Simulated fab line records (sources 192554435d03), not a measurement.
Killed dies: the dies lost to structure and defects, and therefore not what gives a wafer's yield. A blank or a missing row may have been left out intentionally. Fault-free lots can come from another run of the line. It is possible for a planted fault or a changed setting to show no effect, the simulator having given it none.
fab line records + flow n5_finfet
[record]
- lots = 24
- wafers = 72
- last_day = 18
route steps=1938 shown BEOL_M1@812 BEOL_M2@842
lots with no fault: from the same line, run without faults
start_h: start of the lot's first displayed wafer, in hours after the record's first day + wait_h: hours since the lot's step before + " same as the row above + L1.1+2: one row covering several wafers at once + - no value present, or no start provided + * or withheld: withheld + < > ~ a bound
route shown NAME@n: a module of which the file shows steps, and the number in the route of the first + usual: the fault-free wafers' mean and standard deviation + same: alike in all rows + chamber/n: place in a boat + sites: per-site readings + _std_site: the standard deviation of these + _edge_site: the outer-site mean with the inner-site mean subtracted + radius_mm: for every site, how far away it sits from the centre of the wafer + mask NAME#n: copy n + behind: tool/chamber where the wafer was last shaped + hold: why the lot went on hold/how many hours it stayed there/how the hold came to an end + device: which transistor (n, p or np) failed to switch + end of line: the same wafers' tests at the end of the route + where a step has no rows: the recipe by itself + killed: at the first sort, the dies lost to defects and structure; wafer yield is something else + map: a wafer's dies, x killed, . not, _ none there
set.NAME: the setting the step ran with; set.NAME@STEP: the setting that earlier step ran with + model.NAME: the simulator's own value behind a step, which no gauge read
steps of the route over a sample of lots; a table a step, a row a wafer
[[steps]]
[step N5_BEOL_M1_SURFACE_TREAT_85]
[recipe]
- gas = Ar
- time_s = *
- ion_energy_ev = *
- ion_current_ma_cm2 = 0.5
- pressure_mtorr = *
- ar_flow_sccm = 30
[usual]
- throttle_valve_pct = *
| lot.wafer | tool           | chamber | start_h | wait_h | throttle_valve_pct |
|-----------|----------------|---------|---------|--------|--------------------|
| L074.2    | pvd_sputter-03 | -       | 128.77  | 0.1    | *                  |
| L074.3    | "              | -       | "       | "      | *                  |
| L074.6    | "              | -       | "       | "      | *                  |
| L075.3    | pvd_sputter-01 | -       | 135.01  | 0.3    | *                  |
| L075.4    | "              | -       | "       | "      | *                  |
| L075.5    | "              | -       | "       | "      | *                  |
| L076.1    | pvd_sputter-03 | -       | 142.54  | 0.2    | *                  |
| L076.2    | "              | -       | "       | "      | *                  |
| L076.5    | "              | -       | "       | "      | *                  |
| L077.2    | pvd_sputter-01 | -       | 149.35  | 0.2    | *                  |
| L077.4    | "              | -       | "       | "      | *                  |
| L077.5    | "              | -       | "       | "      | *                  |
| L078.2    | pvd_sputter-01 | -       | 152.35  | 0.2    | *                  |
| L078.5    | "              | -       | "       | "      | *                  |
| L078.6    | "              | -       | "       | "      | *                  |
| L079.2    | pvd_sputter-01 | -       | 160.71  | 0.1    | *                  |
| L079.3    | "              | -       | "       | "      | *                  |
| L079.4    | "              | -       | "       | "      | *                  |
| L080.1    | pvd_sputter-02 | -       | 174.57  | 0.2    | *                  |
| L080.2    | "              | -       | "       | "      | *                  |
| L080.6    | "              | -       | "       | "      | *                  |
| L082.1    | pvd_sputter-03 | -       | 175.00  | 0.3    | *                  |
| L082.2    | "              | -       | "       | "      | *                  |
| L082.4    | "              | -       | "       | "      | *                  |
| L081.2    | pvd_sputter-01 | -       | 175.12  | 0.4    | *                  |
| L081.3    | "              | -       | "       | "      | *                  |
| L081.4    | "              | -       | "       | "      | *                  |
| L083.1    | pvd_sputter-03 | -       | 178.16  | 0.2    | *                  |
| L083.2    | "              | -       | "       | "      | *                  |
| L083.5    | "              | -       | "       | "      | *                  |
| L084.1    | pvd_sputter-02 | -       | 188.74  | 0.4    | *                  |
| L084.3    | "              | -       | "       | "      | *                  |
| L084.5    | "              | -       | "       | "      | *                  |
| L085.3    | pvd_sputter-02 | -       | 190.77  | 0.1    | *                  |
| L085.5    | "              | -       | "       | "      | *                  |
| L085.6    | "              | -       | "       | "      | *                  |
| L086.1    | pvd_sputter-02 | -       | 209.62  | 0.1    | *                  |
| L086.4    | "              | -       | "       | "      | *                  |
| L086.5    | "              | -       | "       | "      | *                  |
| L087.1    | pvd_sputter-03 | -       | 215.21  | 0.3    | *                  |
| L087.5    | "              | -       | "       | "      | *                  |
| L087.6    | "              | -       | "       | "      | *                  |
| L088.1    | pvd_sputter-02 | -       | 216.84  | 0.1    | *                  |
| L088.2    | "              | -       | "       | "      | *                  |
| L088.4    | "              | -       | "       | "      | *                  |
| L089.2    | pvd_sputter-03 | -       | 217.13  | 0.2    | *                  |
| L089.4    | "              | -       | "       | "      | *                  |
| L089.5    | "              | -       | "       | "      | *                  |
| L090.1    | pvd_sputter-01 | -       | 220.90  | 0.3    | *                  |
| L090.4    | "              | -       | "       | "      | *                  |
| L090.6    | "              | -       | "       | "      | *                  |
| L091.1    | pvd_sputter-01 | -       | 223.62  | 0.2    | *                  |
| L091.2    | "              | -       | "       | "      | *                  |
| L091.4    | "              | -       | "       | "      | *                  |
| L092.3    | pvd_sputter-01 | -       | 233.45  | 0.2    | *                  |
| L092.5    | "              | -       | "       | "      | *                  |
| L092.6    | "              | -       | "       | "      | *                  |
| L093.4    | pvd_sputter-01 | -       | 237.17  | 0.1    | *                  |
| L093.5    | "              | -       | "       | "      | *                  |
| L093.6    | "              | -       | "       | "      | *                  |
| L094.2    | pvd_sputter-01 | -       | 252.57  | 0.3    | *                  |
| L094.4    | "              | -       | "       | "      | *                  |
| L094.5    | "              | -       | "       | "      | *                  |
| L095.1    | pvd_sputter-02 | -       | 252.83  | 0.4    | *                  |
| L095.3    | "              | -       | "       | "      | *                  |
| L095.6    | "              | -       | "       | "      | *                  |
| L096.1    | pvd_sputter-03 | -       | 257.59  | 0.2    | *                  |
| L096.2    | "              | -       | "       | "      | *                  |
| L096.4    | "              | -       | "       | "      | *                  |
| L097.1    | pvd_sputter-01 | -       | 268.32  | 0.2    | *                  |
| L097.4    | "              | -       | "       | "      | *                  |
| L097.6    | "              | -       | "       | "      | *                  |
[step N5_BEOL_M1_SPUTTER_81]
[recipe]
- material = Cu
- target_thk_a = 45
- temp_c = -20
- chamber_pressure_pa = 0.07
- power_w = withheld
- time_s = 8.29
[usual]
- throttle_valve_pct = 30.2/1.1
| lot.wafer | tool           | chamber | start_h | wait_h | throttle_valve_pct |
|-----------|----------------|---------|---------|--------|--------------------|
| L074.2    | pvd_sputter-02 | -       | 131.14  | 0.1    | 30.8               |
| L074.3    | "              | -       | "       | "      | 30.5               |
| L074.6    | "              | -       | "       | "      | 30.5               |
| L075.3    | pvd_sputter-03 | -       | 137.00  | 0.1    | 29.5               |
| L075.4    | "              | -       | "       | "      | 29.9               |
| L075.5    | "              | -       | "       | "      | 30.1               |
| L076.1    | pvd_sputter-03 | -       | 143.20  | 0.1    | 29.3               |
| L076.2    | "              | -       | "       | "      | 28.6               |
| L076.5    | "              | -       | "       | "      | 29.4               |
| L077.2    | pvd_sputter-02 | -       | 150.05  | 0.1    | 31.2               |
| L077.4    | "              | -       | "       | "      | 31.1               |
| L077.5    | "              | -       | "       | "      | 30.9               |
| L078.2    | pvd_sputter-03 | -       | 153.03  | 0.1    | 30.4               |
| L078.5    | "              | -       | "       | "      | 30.0               |
| L078.6    | "              | -       | "       | "      | 30.2               |
| L079.2    | pvd_sputter-03 | -       | 162.93  | 0.1    | 28.6               |
| L079.3    | "              | -       | "       | "      | 29.6               |
| L079.4    | "              | -       | "       | "      | 30.1               |
| L080.1    | pvd_sputter-02 | -       | 175.29  | 0.1    | 31.1               |
| L080.2    | "              | -       | "       | "      | 29.3               |
| L080.6    | "              | -       | "       | "      | 29.2               |
| L082.1    | pvd_sputter-03 | -       | 175.90  | 0.1    | 29.1               |
| L082.2    | "              | -       | "       | "      | 30.4               |
| L082.4    | "              | -       | "       | "      | 29.7               |
| L081.2    | pvd_sputter-01 | -       | 176.03  | 0.1    | 28.0               |
| L081.3    | "              | -       | "       | "      | 31.2               |
| L081.4    | "              | -       | "       | "      | 31.2               |
| L083.1    | pvd_sputter-01 | -       | 178.82  | 0.1    | 31.7               |
| L083.2    | "              | -       | "       | "      | 31.2               |
| L083.5    | "              | -       | "       | "      | 28.4               |
| L084.1    | pvd_sputter-01 | -       | 189.48  | 0.1    | 31.1               |
| L084.3    | "              | -       | "       | "      | 30.4               |
| L084.5    | "              | -       | "       | "      | 28.5               |
| L085.3    | pvd_sputter-02 | -       | 191.45  | 0.1    | 31.0               |
| L085.5    | "              | -       | "       | "      | 30.5               |
| L085.6    | "              | -       | "       | "      | 29.5               |
| L086.1    | pvd_sputter-01 | -       | 210.48  | 0.1    | 28.6               |
| L086.4    | "              | -       | "       | "      | 31.0               |
| L086.5    | "              | -       | "       | "      | 31.3               |
| L087.1    | pvd_sputter-01 | -       | 216.18  | 0.1    | 28.4               |
| L087.5    | "              | -       | "       | "      | 31.5               |
| L087.6    | "              | -       | "       | "      | 28.6               |
| L088.1    | pvd_sputter-02 | -       | 217.51  | 0.1    | 29.3               |
| L088.2    | "              | -       | "       | "      | 30.4               |
| L088.4    | "              | -       | "       | "      | 31.1               |
| L089.2    | pvd_sputter-01 | -       | 218.06  | 0.1    | 30.5               |
| L089.4    | "              | -       | "       | "      | 31.6               |
| L089.5    | "              | -       | "       | "      | 28.2               |
| L090.1    | pvd_sputter-01 | -       | 221.68  | 0.1    | 31.4               |
| L090.4    | "              | -       | "       | "      | 30.3               |
| L090.6    | "              | -       | "       | "      | 31.1               |
| L091.1    | pvd_sputter-02 | -       | 224.28  | 0.1    | 31.0               |
| L091.2    | "              | -       | "       | "      | 29.2               |
| L091.4    | "              | -       | "       | "      | 30.9               |
| L092.3    | pvd_sputter-01 | -       | 234.12  | 0.1    | 31.5               |
| L092.5    | "              | -       | "       | "      | 28.2               |
| L092.6    | "              | -       | "       | "      | 31.2               |
| L093.4    | pvd_sputter-01 | -       | 237.87  | 0.1    | 31.6               |
| L093.5    | "              | -       | "       | "      | 28.3               |
| L093.6    | "              | -       | "       | "      | 31.3               |
| L094.2    | pvd_sputter-01 | -       | 254.89  | 0.1    | 31.6               |
| L094.4    | "              | -       | "       | "      | 31.3               |
| L094.5    | "              | -       | "       | "      | 28.3               |
| L095.1    | pvd_sputter-02 | -       | 255.15  | 0.1    | 31.0               |
| L095.3    | "              | -       | "       | "      | 31.2               |
| L095.6    | "              | -       | "       | "      | 30.5               |
| L096.1    | pvd_sputter-01 | -       | 258.31  | 0.1    | 28.2               |
| L096.2    | "              | -       | "       | "      | 31.5               |
| L096.4    | "              | -       | "       | "      | 31.2               |
| L097.1    | pvd_sputter-01 | -       | 269.00  | 0.1    | 28.5               |
| L097.4    | "              | -       | "       | "      | 31.4               |
| L097.6    | "              | -       | "       | "      | 30.4               |
[step N5_BEOL_M1_ANNEAL_82]
[recipe]
- temp_c = 400
- time_s = 240
- ambient = vacuum
[usual]
- heater_power_w = 814/78
| lot.wafer | tool           | chamber | start_h | wait_h | heater_power_w |
|-----------|----------------|---------|---------|--------|----------------|
| L074.2    | pvd_sputter-02 | -       | 131.22  | 0.0    | 707            |
| L074.3    | "              | -       | "       | "      | 996            |
| L074.6    | "              | -       | "       | "      | 1016           |
| L075.3    | pvd_sputter-03 | -       | 137.08  | 0.0    | 739            |
| L075.4    | "              | -       | "       | "      | 835            |
| L075.5    | "              | -       | "       | "      | 744            |
| L076.1    | pvd_sputter-03 | -       | 143.28  | 0.0    | 730            |
| L076.2    | "              | -       | "       | "      | 758            |
| L076.5    | "              | -       | "       | "      | 757            |
| L077.2    | pvd_sputter-02 | -       | 150.13  | 0.0    | 775            |
| L077.4    | "              | -       | "       | "      | 718            |
| L077.5    | "              | -       | "       | "      | 712            |
| L078.2    | pvd_sputter-03 | -       | 153.11  | 0.0    | 773            |
| L078.5    | "              | -       | "       | "      | 836            |
| L078.6    | "              | -       | "       | "      | 751            |
| L079.2    | pvd_sputter-03 | -       | 163.01  | 0.0    | 756            |
| L079.3    | "              | -       | "       | "      | 839            |
| L079.4    | "              | -       | "       | "      | 752            |
| L080.1    | pvd_sputter-02 | -       | 175.37  | 0.0    | 787            |
| L080.2    | "              | -       | "       | "      | 830            |
| L080.6    | "              | -       | "       | "      | 796            |
| L082.1    | pvd_sputter-03 | -       | 175.98  | 0.0    | 763            |
| L082.2    | "              | -       | "       | "      | 755            |
| L082.4    | "              | -       | "       | "      | 812            |
| L081.2    | pvd_sputter-01 | -       | 176.11  | 0.0    | 824            |
| L081.3    | "              | -       | "       | "      | 850            |
| L081.4    | "              | -       | "       | "      | 698            |
| L083.1    | pvd_sputter-01 | -       | 178.90  | 0.0    | 842            |
| L083.2    | "              | -       | "       | "      | 704            |
| L083.5    | "              | -       | "       | "      | 808            |
| L084.1    | pvd_sputter-01 | -       | 189.56  | 0.0    | 847            |
| L084.3    | "              | -       | "       | "      | 874            |
| L084.5    | "              | -       | "       | "      | 832            |
| L085.3    | pvd_sputter-02 | -       | 191.53  | 0.0    | 780            |
| L085.5    | "              | -       | "       | "      | 982            |
| L085.6    | "              | -       | "       | "      | 838            |
| L086.1    | pvd_sputter-01 | -       | 210.56  | 0.0    | 814            |
| L086.4    | "              | -       | "       | "      | 728            |
| L086.5    | "              | -       | "       | "      | 842            |
| L087.1    | pvd_sputter-01 | -       | 216.26  | 0.0    | 846            |
| L087.5    | "              | -       | "       | "      | 860            |
| L087.6    | "              | -       | "       | "      | 815            |
| L088.1    | pvd_sputter-02 | -       | 217.59  | 0.0    | 819            |
| L088.2    | "              | -       | "       | "      | 1011           |
| L088.4    | "              | -       | "       | "      | 805            |
| L089.2    | pvd_sputter-01 | -       | 218.14  | 0.0    | 874            |
| L089.4    | "              | -       | "       | "      | 860            |
| L089.5    | "              | -       | "       | "      | 832            |
| L090.1    | pvd_sputter-01 | -       | 221.76  | 0.0    | 716            |
| L090.4    | "              | -       | "       | "      | 854            |
| L090.6    | "              | -       | "       | "      | 704            |
| L091.1    | pvd_sputter-02 | -       | 224.36  | 0.0    | 707            |
| L091.2    | "              | -       | "       | "      | 840            |
| L091.4    | "              | -       | "       | "      | 799            |
| L092.3    | pvd_sputter-01 | -       | 234.20  | 0.0    | 874            |
| L092.5    | "              | -       | "       | "      | 831            |
| L092.6    | "              | -       | "       | "      | 858            |
| L093.4    | pvd_sputter-01 | -       | 237.95  | 0.0    | 849            |
| L093.5    | "              | -       | "       | "      | 821            |
| L093.6    | "              | -       | "       | "      | 893            |
| L094.2    | pvd_sputter-01 | -       | 254.97  | 0.0    | 874            |
| L094.4    | "              | -       | "       | "      | 702            |
| L094.5    | "              | -       | "       | "      | 818            |
| L095.1    | pvd_sputter-02 | -       | 255.23  | 0.0    | 707            |
| L095.3    | "              | -       | "       | "      | 753            |
| L095.6    | "              | -       | "       | "      | 1003           |
| L096.1    | pvd_sputter-01 | -       | 258.39  | 0.0    | 818            |
| L096.2    | "              | -       | "       | "      | 848            |
| L096.4    | "              | -       | "       | "      | 700            |
| L097.1    | pvd_sputter-01 | -       | 269.08  | 0.0    | 844            |
| L097.4    | "              | -       | "       | "      | 716            |
| L097.6    | "              | -       | "       | "      | 859            |
[step N5_BEOL_M1_SPUTTER_90]
[recipe]
- material = Cu
- target_thk_a = 45
- temp_c = -20
- chamber_pressure_pa = 0.07
- power_w = withheld
- time_s = 8.29
[usual]
- throttle_valve_pct = 30.1/1.1
| lot.wafer | tool           | chamber | start_h | wait_h | throttle_valve_pct |
|-----------|----------------|---------|---------|--------|--------------------|
| L074.2    | pvd_sputter-02 | -       | 131.80  | 0.1    | 30.9               |
| L074.3    | "              | -       | "       | "      | 30.5               |
| L074.6    | "              | -       | "       | "      | 30.4               |
| L075.3    | pvd_sputter-03 | -       | 137.66  | 0.1    | 29.2               |
| L075.4    | "              | -       | "       | "      | 29.8               |
| L075.5    | "              | -       | "       | "      | 30.1               |
| L076.1    | pvd_sputter-03 | -       | 143.86  | 0.1    | 29.6               |
| L076.2    | "              | -       | "       | "      | 28.3               |
| L076.5    | "              | -       | "       | "      | 29.5               |
| L077.2    | pvd_sputter-02 | -       | 150.71  | 0.1    | 31.1               |
| L077.4    | "              | -       | "       | "      | 30.9               |
| L077.5    | "              | -       | "       | "      | 31.2               |
| L078.2    | pvd_sputter-03 | -       | 153.69  | 0.1    | 30.0               |
| L078.5    | "              | -       | "       | "      | 29.6               |
| L078.6    | "              | -       | "       | "      | 30.0               |
| L079.2    | pvd_sputter-03 | -       | 163.59  | 0.1    | 28.6               |
| L079.3    | "              | -       | "       | "      | 29.5               |
| L079.4    | "              | -       | "       | "      | 30.0               |
| L080.1    | pvd_sputter-02 | -       | 175.95  | 0.1    | 31.1               |
| L080.2    | "              | -       | "       | "      | 29.3               |
| L080.6    | "              | -       | "       | "      | 29.1               |
| L082.1    | pvd_sputter-03 | -       | 176.56  | 0.1    | 29.2               |
| L082.2    | "              | -       | "       | "      | 30.4               |
| L082.4    | "              | -       | "       | "      | 29.5               |
| L081.2    | pvd_sputter-01 | -       | 176.69  | 0.1    | 28.5               |
| L081.3    | "              | -       | "       | "      | 31.4               |
| L081.4    | "              | -       | "       | "      | 31.1               |
| L083.1    | pvd_sputter-01 | -       | 179.48  | 0.1    | 31.3               |
| L083.2    | "              | -       | "       | "      | 31.4               |
| L083.5    | "              | -       | "       | "      | 28.4               |
| L084.1    | pvd_sputter-01 | -       | 190.14  | 0.1    | 31.2               |
| L084.3    | "              | -       | "       | "      | 30.7               |
| L084.5    | "              | -       | "       | "      | 28.5               |
| L085.3    | pvd_sputter-02 | -       | 192.11  | 0.1    | 31.3               |
| L085.5    | "              | -       | "       | "      | 30.8               |
| L085.6    | "              | -       | "       | "      | 29.5               |
| L086.1    | pvd_sputter-01 | -       | 211.14  | 0.1    | 28.0               |
| L086.4    | "              | -       | "       | "      | 31.1               |
| L086.5    | "              | -       | "       | "      | 31.4               |
| L087.1    | pvd_sputter-01 | -       | 216.84  | 0.1    | 28.6               |
| L087.5    | "              | -       | "       | "      | 31.2               |
| L087.6    | "              | -       | "       | "      | 28.4               |
| L088.1    | pvd_sputter-02 | -       | 218.17  | 0.1    | 29.4               |
| L088.2    | "              | -       | "       | "      | 30.5               |
| L088.4    | "              | -       | "       | "      | 31.1               |
| L089.2    | pvd_sputter-01 | -       | 218.72  | 0.1    | 30.3               |
| L089.4    | "              | -       | "       | "      | 31.3               |
| L089.5    | "              | -       | "       | "      | 28.3               |
| L090.1    | pvd_sputter-01 | -       | 222.34  | 0.1    | 31.0               |
| L090.4    | "              | -       | "       | "      | 30.3               |
| L090.6    | "              | -       | "       | "      | 30.9               |
| L091.1    | pvd_sputter-02 | -       | 224.94  | 0.1    | 30.6               |
| L091.2    | "              | -       | "       | "      | 29.3               |
| L091.4    | "              | -       | "       | "      | 30.9               |
| L092.3    | pvd_sputter-01 | -       | 234.78  | 0.1    | 31.3               |
| L092.5    | "              | -       | "       | "      | 28.2               |
| L092.6    | "              | -       | "       | "      | 31.3               |
| L093.4    | pvd_sputter-01 | -       | 238.53  | 0.1    | 31.4               |
| L093.5    | "              | -       | "       | "      | 28.3               |
| L093.6    | "              | -       | "       | "      | 31.1               |
| L094.2    | pvd_sputter-01 | -       | 255.55  | 0.1    | 31.5               |
| L094.4    | "              | -       | "       | "      | 31.1               |
| L094.5    | "              | -       | "       | "      | 28.3               |
| L095.1    | pvd_sputter-02 | -       | 255.81  | 0.1    | 30.8               |
| L095.3    | "              | -       | "       | "      | 31.1               |
| L095.6    | "              | -       | "       | "      | 30.5               |
| L096.1    | pvd_sputter-01 | -       | 258.97  | 0.1    | 28.4               |
| L096.2    | "              | -       | "       | "      | 31.6               |
| L096.4    | "              | -       | "       | "      | 31.1               |
| L097.1    | pvd_sputter-01 | -       | 269.66  | 0.1    | 28.4               |
| L097.4    | "              | -       | "       | "      | 31.4               |
| L097.6    | "              | -       | "       | "      | 30.4               |
[step N5_BEOL_M1_INSPECT_59]
[recipe]
- inspect_instrument = darkfield
- mode = post_dep
[usual]
- raw_defect_count = 77/29
| lot.wafer | tool              | chamber | start_h | wait_h | raw_defect_count |
|-----------|-------------------|---------|---------|--------|------------------|
| L074.2    | defect_inspect-02 | -       | 133.54  | 0.0    | 86               |
| L074.3    | "                 | -       | "       | "      | 57               |
| L074.6    | "                 | -       | "       | "      | 73               |
| L075.3    | defect_inspect-01 | -       | 139.41  | 0.0    | 106              |
| L075.4    | "                 | -       | "       | "      | 71               |
| L075.5    | "                 | -       | "       | "      | 40               |
| L076.1    | defect_inspect-01 | -       | 145.60  | 0.0    | 49               |
| L076.2    | "                 | -       | "       | "      | 58               |
| L076.5    | "                 | -       | "       | "      | 40               |
| L077.2    | defect_inspect-01 | -       | 152.45  | 0.0    | 48               |
| L077.4    | "                 | -       | "       | "      | 138              |
| L077.5    | "                 | -       | "       | "      | 65               |
| L078.2    | defect_inspect-02 | -       | 155.98  | 0.0    | 60               |
| L078.5    | "                 | -       | "       | "      | 83               |
| L078.6    | "                 | -       | "       | "      | 62               |
| L079.2    | defect_inspect-02 | -       | 165.34  | 0.0    | 142              |
| L079.3    | "                 | -       | "       | "      | 105              |
| L079.4    | "                 | -       | "       | "      | 84               |
| L080.1    | defect_inspect-02 | -       | 177.69  | 0.0    | 131              |
| L080.2    | "                 | -       | "       | "      | 84               |
| L080.6    | "                 | -       | "       | "      | 96               |
| L082.1    | defect_inspect-02 | -       | 178.35  | 0.0    | 115              |
| L082.2    | "                 | -       | "       | "      | 146              |
| L082.4    | "                 | -       | "       | "      | 137              |
| L081.2    | defect_inspect-01 | -       | 178.67  | 0.0    | 98               |
| L081.3    | "                 | -       | "       | "      | 120              |
| L081.4    | "                 | -       | "       | "      | 85               |
| L083.1    | defect_inspect-01 | -       | 181.21  | 0.0    | 76               |
| L083.2    | "                 | -       | "       | "      | 34               |
| L083.5    | "                 | -       | "       | "      | 38               |
| L084.1    | defect_inspect-01 | -       | 192.63  | 0.0    | 78               |
| L084.3    | "                 | -       | "       | "      | 68               |
| L084.5    | "                 | -       | "       | "      | 71               |
| L085.3    | defect_inspect-01 | -       | 193.84  | 0.0    | 70               |
| L085.5    | "                 | -       | "       | "      | 44               |
| L085.6    | "                 | -       | "       | "      | 49               |
| L086.1    | defect_inspect-02 | -       | 212.87  | 0.0    | 107              |
| L086.4    | "                 | -       | "       | "      | 141              |
| L086.5    | "                 | -       | "       | "      | 84               |
| L087.1    | defect_inspect-02 | -       | 218.57  | 0.0    | 56               |
| L087.5    | "                 | -       | "       | "      | 125              |
| L087.6    | "                 | -       | "       | "      | 52               |
| L088.1    | defect_inspect-02 | -       | 219.92  | 0.0    | 36               |
| L088.2    | "                 | -       | "       | "      | 88               |
| L088.4    | "                 | -       | "       | "      | 29               |
| L089.2    | defect_inspect-02 | -       | 220.46  | 0.0    | 83               |
| L089.4    | "                 | -       | "       | "      | 77               |
| L089.5    | "                 | -       | "       | "      | 100              |
| L090.1    | defect_inspect-02 | -       | 224.08  | 0.0    | 52               |
| L090.4    | "                 | -       | "       | "      | 53               |
| L090.6    | "                 | -       | "       | "      | 48               |
| L091.1    | defect_inspect-01 | -       | 226.81  | 0.0    | 51               |
| L091.2    | "                 | -       | "       | "      | 64               |
| L091.4    | "                 | -       | "       | "      | 58               |
| L092.3    | defect_inspect-01 | -       | 236.78  | 0.0    | 90               |
| L092.5    | "                 | -       | "       | "      | 87               |
| L092.6    | "                 | -       | "       | "      | 97               |
| L093.4    | defect_inspect-02 | -       | 240.29  | 0.0    | 55               |
| L093.5    | "                 | -       | "       | "      | 103              |
| L093.6    | "                 | -       | "       | "      | 87               |
| L094.2    | defect_inspect-01 | -       | 257.28  | 0.0    | 54               |
| L094.4    | "                 | -       | "       | "      | 18               |
| L094.5    | "                 | -       | "       | "      | 39               |
| L095.1    | defect_inspect-01 | -       | 257.55  | 0.0    | 106              |
| L095.3    | "                 | -       | "       | "      | 131              |
| L095.6    | "                 | -       | "       | "      | 111              |
| L096.1    | defect_inspect-02 | -       | 260.72  | 0.0    | 62               |
| L096.2    | "                 | -       | "       | "      | 43               |
| L096.4    | "                 | -       | "       | "      | 44               |
| L097.1    | defect_inspect-02 | -       | 271.40  | 0.0    | 50               |
| L097.4    | "                 | -       | "       | "      | 49               |
| L097.6    | "                 | -       | "       | "      | 108              |
[step N5_BEOL_M2_THK_MEAS_01]
[recipe]
- reads = SiOC_of_BEOL_M2_ILD_DEP_00
[usual]
- M2_ILD_THK = 79.0/1.1
| lot.wafer | tool          | chamber | start_h | wait_h | M2_ILD_THK[nm] |
|-----------|---------------|---------|---------|--------|----------------|
| L074.2    | film_metro-02 | -       | 133.64  | 0.1    | 79.0           |
| L074.3    | "             | -       | "       | "      | 78.2           |
| L074.6    | "             | -       | "       | "      | 79.7           |
| L075.3    | film_metro-02 | -       | 139.52  | 0.1    | 78.1           |
| L075.4    | "             | -       | "       | "      | 80.0           |
| L075.5    | "             | -       | "       | "      | 80.0           |
| L076.1    | film_metro-01 | -       | 145.71  | 0.1    | 78.5           |
| L076.2    | "             | -       | "       | "      | 79.7           |
| L076.5    | "             | -       | "       | "      | 78.6           |
| L077.2    | film_metro-01 | -       | 152.56  | 0.1    | 78.1           |
| L077.4    | "             | -       | "       | "      | 80.1           |
| L077.5    | "             | -       | "       | "      | 79.5           |
| L078.2    | film_metro-01 | -       | 156.09  | 0.1    | 78.5           |
| L078.5    | "             | -       | "       | "      | 79.6           |
| L078.6    | "             | -       | "       | "      | 80.6           |
| L079.2    | film_metro-01 | -       | 165.44  | 0.1    | 77.8           |
| L079.3    | "             | -       | "       | "      | 78.5           |
| L079.4    | "             | -       | "       | "      | 79.6           |
| L080.1    | film_metro-01 | -       | 177.79  | 0.0    | 78.7           |
| L080.2    | "             | -       | "       | "      | 78.3           |
| L080.6    | "             | -       | "       | "      | 79.2           |
| L082.1    | film_metro-01 | -       | 178.45  | 0.0    | 77.2           |
| L082.2    | "             | -       | "       | "      | 78.8           |
| L082.4    | "             | -       | "       | "      | 80.3           |
| L081.2    | film_metro-01 | -       | 178.77  | 0.1    | 79.3           |
| L081.3    | "             | -       | "       | "      | 77.3           |
| L081.4    | "             | -       | "       | "      | 80.1           |
| L083.1    | film_metro-01 | -       | 181.31  | 0.0    | 78.7           |
| L083.2    | "             | -       | "       | "      | 78.6           |
| L083.5    | "             | -       | "       | "      | 80.9           |
| L084.1    | film_metro-01 | -       | 192.73  | 0.0    | 77.9           |
| L084.3    | "             | -       | "       | "      | 77.9           |
| L084.5    | "             | -       | "       | "      | 80.2           |
| L085.3    | film_metro-01 | -       | 193.95  | 0.1    | 77.7           |
| L085.5    | "             | -       | "       | "      | 79.0           |
| L085.6    | "             | -       | "       | "      | 79.1           |
| L086.1    | film_metro-01 | -       | 212.98  | 0.0    | 79.2           |
| L086.4    | "             | -       | "       | "      | 80.3           |
| L086.5    | "             | -       | "       | "      | 80.3           |
| L087.1    | film_metro-01 | -       | 218.68  | 0.0    | 77.7           |
| L087.5    | "             | -       | "       | "      | 79.9           |
| L087.6    | "             | -       | "       | "      | 78.9           |
| L088.1    | film_metro-01 | -       | 220.04  | 0.1    | 77.2           |
| L088.2    | "             | -       | "       | "      | 79.1           |
| L088.4    | "             | -       | "       | "      | 77.9           |
| L089.2    | film_metro-01 | -       | 220.56  | 0.1    | 79.0           |
| L089.4    | "             | -       | "       | "      | 80.4           |
| L089.5    | "             | -       | "       | "      | 79.8           |
| L090.1    | film_metro-01 | -       | 224.20  | 0.1    | 78.2           |
| L090.4    | "             | -       | "       | "      | 81.4           |
| L090.6    | "             | -       | "       | "      | 78.6           |
| L091.1    | film_metro-02 | -       | 226.91  | 0.0    | 79.0           |
| L091.2    | "             | -       | "       | "      | 78.0           |
| L091.4    | "             | -       | "       | "      | 79.3           |
| L092.3    | film_metro-02 | -       | 236.88  | 0.1    | 79.1           |
| L092.5    | "             | -       | "       | "      | 80.1           |
| L092.6    | "             | -       | "       | "      | 80.0           |
| L093.4    | film_metro-01 | -       | 240.40  | 0.0    | 78.8           |
| L093.5    | "             | -       | "       | "      | 80.5           |
| L093.6    | "             | -       | "       | "      | 79.0           |
| L094.2    | film_metro-01 | -       | 257.39  | 0.1    | 77.4           |
| L094.4    | "             | -       | "       | "      | 80.4           |
| L094.5    | "             | -       | "       | "      | 78.9           |
| L095.1    | film_metro-01 | -       | 257.66  | 0.0    | 76.8           |
| L095.3    | "             | -       | "       | "      | 78.6           |
| L095.6    | "             | -       | "       | "      | 80.4           |
| L096.1    | film_metro-02 | -       | 260.82  | 0.0    | 78.3           |
| L096.2    | "             | -       | "       | "      | 78.5           |
| L096.4    | "             | -       | "       | "      | 78.4           |
| L097.1    | film_metro-02 | -       | 271.50  | 0.0    | 76.7           |
| L097.4    | "             | -       | "       | "      | 78.0           |
| L097.6    | "             | -       | "       | "      | 79.3           |
[[key]]
fault none
